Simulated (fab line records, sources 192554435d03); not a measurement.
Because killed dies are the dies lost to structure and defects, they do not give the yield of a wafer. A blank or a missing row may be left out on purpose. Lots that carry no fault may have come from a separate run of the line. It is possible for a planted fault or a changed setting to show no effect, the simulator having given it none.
Chamber matching || flow n5 finfet || pecvd-02 running N5_BEOL_M0_SAQP_PECVD_00: 3 sister chambers
The step deposits SiCN from 3MS/NH3, target thk 8 nm, time 14 s. 6 wafers are shown with their chamber, then 9 later ones without.

WAFERS, EACH WITH ITS CHAMBER
{"wafer": "L087.1", "chamber": 0, "showerhead plenum p Torr (Torr)": 3.653, "throttle valve pct (%)": 10.0}
{"wafer": "L087.2", "chamber": 1, "showerhead plenum p Torr (Torr)": 3.686, "throttle valve pct (%)": 8.9}
{"wafer": "L087.3", "chamber": 2, "showerhead plenum p Torr (Torr)": 3.686, "throttle valve pct (%)": 9.3}
{"wafer": "L087.4", "chamber": 0, "showerhead plenum p Torr (Torr)": 3.660, "throttle valve pct (%)": 9.7}
{"wafer": "L087.5", "chamber": 2, "showerhead plenum p Torr (Torr)": 3.679, "throttle valve pct (%)": 9.2}
{"wafer": "L087.6", "chamber": 1, "showerhead plenum p Torr (Torr)": 3.680, "throttle valve pct (%)": 9.2}

WAFERS WITHOUT THEIR CHAMBER
{"wafer": "L094.2", "showerhead plenum p Torr (Torr)": 3.653, "throttle valve pct (%)": 10.1}
{"wafer": "L094.4", "showerhead plenum p Torr (Torr)": 3.683, "throttle valve pct (%)": 9.0}
{"wafer": "L094.5", "showerhead plenum p Torr (Torr)": 3.646, "throttle valve pct (%)": 9.9}
{"wafer": "L095.2", "showerhead plenum p Torr (Torr)": 3.653, "throttle valve pct (%)": 9.7}
{"wafer": "L095.3", "showerhead plenum p Torr (Torr)": 3.681, "throttle valve pct (%)": 9.5}
{"wafer": "L095.4", "showerhead plenum p Torr (Torr)": 3.683, "throttle valve pct (%)": 9.2}
{"wafer": "L096.2", "showerhead plenum p Torr (Torr)": 3.677, "throttle valve pct (%)": 9.1}
{"wafer": "L096.3", "showerhead plenum p Torr (Torr)": 3.660, "throttle valve pct (%)": 10.1}
{"wafer": "L096.6", "showerhead plenum p Torr (Torr)": 3.643, "throttle valve pct (%)": 10.0}

WHICH CHAMBER EACH WENT THROUGH
{"wafer": "L094.2", "from the rows above": 0, "in truth": 0}
{"wafer": "L094.4", "from the rows above": "can't be placed: 1 or 2", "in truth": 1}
{"wafer": "L094.5", "from the rows above": 0, "in truth": 0}
{"wafer": "L095.2", "from the rows above": 0, "in truth": 0}
{"wafer": "L095.3", "from the rows above": "can't be placed: 2 or 1", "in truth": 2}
{"wafer": "L095.4", "from the rows above": "can't be placed: 2 or 1", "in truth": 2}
{"wafer": "L096.2", "from the rows above": "can't be placed: 1 or 2", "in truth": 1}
{"wafer": "L096.3", "from the rows above": 0, "in truth": 0}
{"wafer": "L096.6", "from the rows above": 0, "in truth": 0}
Correct placement for 5 of the 9. Cannot be placed on the basis of these rows: 4; the candidates contain the true chamber in 4. Placed wrongly: 0.
How it was worked out, from the rows above alone: a wafer's distance from a chamber is the root of the sum, over the readings, of the square of ((its reading less the chamber's mean) divided by the reading's scatter). The wafer belongs to the nearest chamber; if the next one is less than 2 further off, it can't be placed. A chamber's mean is the mean of its shown wafers. The scatter: take each reading less its chamber's mean, square it, sum over the shown wafers, divide by the number of wafers less the number of chambers, and take the root.
